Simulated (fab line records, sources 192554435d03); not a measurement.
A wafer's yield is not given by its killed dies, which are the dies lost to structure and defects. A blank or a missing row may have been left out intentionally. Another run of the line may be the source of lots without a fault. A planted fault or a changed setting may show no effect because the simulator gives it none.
The same fault as seen by 2 desks / flow n5_finfet / what lay behind the numbers comes last; until then each desk has only its own

== FOR THE TOOL OWNER'S DESK: litho_track-05 ==
The tool's own readings at N5_BEOL_M0_SAQP_COAT_72 (time 60 s, resist thk 15 nm): means of the sampled wafers that have a number, for each lot that ran on this tool. Any lot whose mean is over 4 standard deviations away from the usual mean is out of limits and marked OUT; that distance is given in the brackets.
Columns: A = dispense_pressure_kPa at N5_BEOL_M0_SAQP_COAT_72, usual 53.3 kPa; B = spin_speed_rpm at N5_BEOL_M0_SAQP_COAT_72, usual 1500.1 rpm
lot=L752; first seen here=day 5 20:27; A=48.8; B=1499.6
lot=L757; first seen here=day 6 19:52; A=48.9; B=1549.8 (+51) OUT
lot=L758; first seen here=day 7 00:41; A=48.8; B=1550.4 (+51) OUT
lot=L772; first seen here=day 10 14:52; A=48.8; B=1499.0
This desk's finding: out of limits on L757, L758; first on L757, day 6 19:52 (spin_speed_rpm at N5_BEOL_M0_SAQP_COAT_72). In limits: L752, L772.

== FROM THE METROLOGY DESK ==
Means of the sampled wafers that have a number, per lot and without regard to the tool the lot ran on: this is what the gauges read. Any lot whose mean is over 4 standard deviations away from the usual mean is out of limits and marked OUT; that distance is given in the brackets. Only the readings that lie furthest out on some lot appear, 7 of the 11 it has.
Columns: A = M0_CUT1_OVL at N5_BEOL_M0_SAQP_OVL_MEAS_41, usual 0.9 nm; B = IOFF_N at N5_BEOL_M4_RC_MEAS_101, usual 0.16 nA/um; C = IOFF_P at N5_BEOL_M4_RC_MEAS_101, usual 0.21 nA/um; D = ION_N at N5_BEOL_M4_RC_MEAS_101, usual 671 uA/um; E = ION_P at N5_BEOL_M4_RC_MEAS_101, usual 460 uA/um; F = VT_N at N5_BEOL_M4_RC_MEAS_101, usual 250 mV; G = VT_P at N5_BEOL_M4_RC_MEAS_101, usual -250 mV
lot=L752; first seen here=day 5 20:45; A=1.4; B=0.16; C=0.19; D=666; E=455; F=251; G=-256
lot=L757; first seen here=day 6 20:11; A=-0.1; B=0.22; C=0.30; D=692; E=469; F=244; G=-244
lot=L758; first seen here=day 7 00:59; A=0.1; B=0.20; C=0.25; D=678; E=461; F=248; G=-249
lot=L764; first seen here=day 8 13:25; A=1.6; B=0.18; C=0.23; D=662; E=456; F=248; G=-246
lot=L767; first seen here=day 9 12:54; A=-0.2; B=0.18; C=0.20; D=680; E=461; F=250; G=-251
lot=L768; first seen here=day 9 21:20; A=0.7; B=0.17; C=0.20; D=676; E=456; F=251; G=-254
lot=L770; first seen here=day 10 04:09; A=1.2; B=0.15; C=0.20; D=674; E=460; F=249; G=-252
lot=L771; first seen here=day 10 12:19; A=0.7; B=0.13; C=0.18; D=653; E=449; F=254; G=-254
lot=L772; first seen here=day 10 15:11; A=0.2; B=0.16; C=0.21; D=674; E=457; F=251; G=-253
lot=L774; first seen here=day 11 09:53; A=0.9; B=0.13; C=0.16; D=668; E=458; F=252; G=-255
lot=L775; first seen here=day 11 10:08; A=1.0; B=0.16; C=0.23; D=678; E=469; F=249; G=-246
This desk's verdict: no lot among the 11 shows anything out of limits.

== TAKEN TOGETHER ==
At day 6 19:52, on L757, L758, the tool owner's desk was in a position to raise an alarm.
From the metrology desk's view, nothing was out of limits.
The metrology desk holds a record of L757, L758, inside its limits.
Every lot named ran N5_BEOL_M0_SAQP_COAT_72 on litho_track-05.

== WHAT WAS PUT IN BY THE SIMULATOR ==
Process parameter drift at N5_BEOL_M0_SAQP_COAT_72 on litho_track-05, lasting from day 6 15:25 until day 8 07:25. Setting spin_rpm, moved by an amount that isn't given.
Lots struck among those shown: L757, L758.
Hours from the fault's start to each desk's first reading out of limits: the tool owner's desk, 4.
